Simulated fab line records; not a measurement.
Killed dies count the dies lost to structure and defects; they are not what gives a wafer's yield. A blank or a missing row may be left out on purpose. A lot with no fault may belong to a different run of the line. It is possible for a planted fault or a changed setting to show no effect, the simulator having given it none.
Chamber matching + flow nand_harc + ald_sin-03 running NHARC_P_GATE_ALD_36: 4 sister chambers
The step deposits SiNx, target thk 20 nm, pulse time 60 s, ald cycles 223. 7 wafers are shown with their chamber, then 7 later ones without.

== WAFERS WITH THEIR CHAMBER ==
| wafer  | chamber | heater_power_w (W) | precursor_pulse_height_rel |
|--------|---------|--------------------|----------------------------|
| L078.1 | 2       | 904                | 1.018                      |
| L083.2 | 0       | 881                | 1.006                      |
| L087.2 | 3       | 746                | 1.029                      |
| L087.4 | 0       | 905                | 1.037                      |
| L087.3 | 1       | 1032               | 1.023                      |
| L090.4 | 3       | 738                | 1.008                      |
| L090.1 | 1       | 1036               | 0.994                      |

== WAFERS WITHOUT THEIR CHAMBER ==
| wafer  | heater_power_w (W) | precursor_pulse_height_rel |
|--------|--------------------|----------------------------|
| L090.2 | 887                | 0.998                      |
| L094.1 | 1044               | 1.007                      |
| L094.3 | 906                | 0.996                      |
| L094.5 | 768                | 1.036                      |
| L095.4 | 872                | 0.996                      |
| L095.1 | 758                | 0.968                      |
| L095.6 | 1033               | 1.004                      |

== WHICH CHAMBER EACH ONE RAN IN ==
| wafer  | from the rows above     | in truth |
|--------|-------------------------|----------|
| L090.2 | can't be placed: 0 or 2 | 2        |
| L094.1 | 1                       | 1        |
| L094.3 | can't be placed: 2 or 0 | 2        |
| L094.5 | 3                       | 3        |
| L095.4 | can't be placed: 0 or 2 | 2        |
| L095.1 | 3                       | 3        |
| L095.6 | 1                       | 1        |
Placed correctly: 4 of 7. These rows do not allow placing 3 (true chamber among the candidates in 3). Wrongly placed: 0.
How it was worked out, from the rows above alone: a wafer's distance from a chamber is the root of the sum, over the readings, of the square of ((its reading less the chamber's mean) divided by the reading's scatter). The wafer belongs to the nearest chamber; if the next one is less than 2 further off, it can't be placed. Each chamber's mean is taken over the wafers shown for it. The scatter: the root of (the sum of the squares of (reading less its chamber's mean) over the shown wafers, divided by (wafers less chambers)).
